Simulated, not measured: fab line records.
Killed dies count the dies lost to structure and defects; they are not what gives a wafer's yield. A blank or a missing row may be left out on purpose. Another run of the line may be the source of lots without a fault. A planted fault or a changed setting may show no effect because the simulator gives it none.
Split-lot study	flow n5Finfet	21 wafers read from 7 lots, route of 1938 steps

## ABOUT THE SPLIT
At N5_BEOL_M5_EXPOSE_25 (exposes mask V4, defocus 10 nm), the setting doseMj was moved away from the recipe's 52.75 on 2 of the 21 wafers read, by -2.0% to +3.2%. This setting was run at the recipe's value on the other wafers.

## FROM THE SPLIT TO THE READING: what the file shows between them, 8 steps
- N5_BEOL_M5_PEB_26: peb time 60 s
- N5_BEOL_M5_DEVELOP_27: develop time 30 s
- N5_BEOL_M5_DESCUM_33: chemistry O2, time 7 s
- N5_BEOL_M5_ETCH_75: etches underlayer in N2/H2, target depth 6.5 nm, time 5.2 s
- N5_BEOL_M5_ETCH_67: etches SiARC in CF4, target depth 15.6 nm, time 26 s
- N5_BEOL_M5_ETCH_68: etches SOC in N2/H2, target depth 80 nm, overetch 16 nm, time 120 s
- N5_BEOL_M5_STRIP_69: strips in N2/H2
- N5_BEOL_M5_STRIP_76: strips in N2/H2

## THE READING
BEOL_M5.cdNm (the simulator's own value, which no gauge read), in nm, at N5_BEOL_M5_VIA_ETCH_34 (etches SiCOH lowk in C4F6/O2, target depth 88.3 nm, time 39.2 s). The file gives no usual value for it. Average 27.9 nm, standard deviation 0.36 nm, over the 19 wafers here run with the recipe.

wafer	tool, chamber at the split	doseMj as run	against the recipe	BEOL_M5.cdNm, nm	against lot-mates on the recipe
L074.3	euvScanner-01, 0	52.75	recipe	28.4	-
L074.5	euvScanner-01, 0	52.75	recipe	28.2	-
L074.6	euvScanner-01, 0	52.75	recipe	28	-
L081.1	euvScanner-01, 0	51.71	-2.0%	27	-1.4
L081.2	euvScanner-01, 0	52.75	recipe	28.4	-
L081.6	euvScanner-01, 0	52.75	recipe	28.4	-
L082.2	euvScanner-02, 0	52.75	recipe	27.6	-
L082.3	euvScanner-02, 0	52.75	recipe	28.4	-
L082.4	euvScanner-02, 0	52.75	recipe	28	-
L089.2	euvScanner-02, 0	52.75	recipe	28.2	-
L089.4	euvScanner-02, 0	52.75	recipe	28	-
L089.6	euvScanner-02, 0	52.75	recipe	28	-
L092.1	euvScanner-01, 0	52.75	recipe	27.8	-
L092.3	euvScanner-01, 0	52.75	recipe	27.4	-
L092.5	euvScanner-01, 0	52.75	recipe	27.4	-
L093.2	euvScanner-01, 0	52.75	recipe	27.6	-
L093.4	euvScanner-01, 0	52.75	recipe	27.2	-
L093.6	euvScanner-01, 0	52.75	recipe	27.8	-
L096.1	euvScanner-02, 0	52.75	recipe	28	-
L096.6	euvScanner-02, 0	52.75	recipe	28	-
L096.5	euvScanner-02, 0	54.45	+3.2%	29.4	+1.4

FIT RESULTS
A straight line over all 21 wafers: BEOL_M5.cdNm changes by +0.46 nm for each +1% of doseMj; r = +0.75; the points scatter about the line by 0.36 nm.
The same after taking each lot's own level away (the mean of its wafers on the recipe; 21 wafers): +0.512 nm for each +1%; r = +0.90; scatter 0.22 nm.
On that fit, the largest move of doseMj shifts the reading by 1.7 nm.
The lots' own levels span 27.53 to 28.40 nm, that is 2.4 times the standard deviation above.
So the lot-to-lot level blurs the effect unless lot-mates are compared.
Check: with one of the wafers moved furthest among these (+3.2%) left out of the fit, the line predicts +2.29 nm for it against its lot-mates. Against them it came out at +1.4 nm.

## THE OTHER SPLITS THESE WAFERS WENT THROUGH
Before the reading, these wafers also passed through other splits. Each is held against what the fit with the lots' levels taken away leaves over:
other split on the same wafers	wafers away from the commonest value	r with BEOL_M5.cdNm (lot level and that fit taken away)
N5_BEOL_M4_ETCH_70 timeS	9	-0.17
N5_BEOL_M5_COAT_74 spinRpm	8	+0.01

## THE FILE'S OWN FIT
BEOL_M5.cdNm changes by +0.509 nm for each +1% of doseMj, r = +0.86.
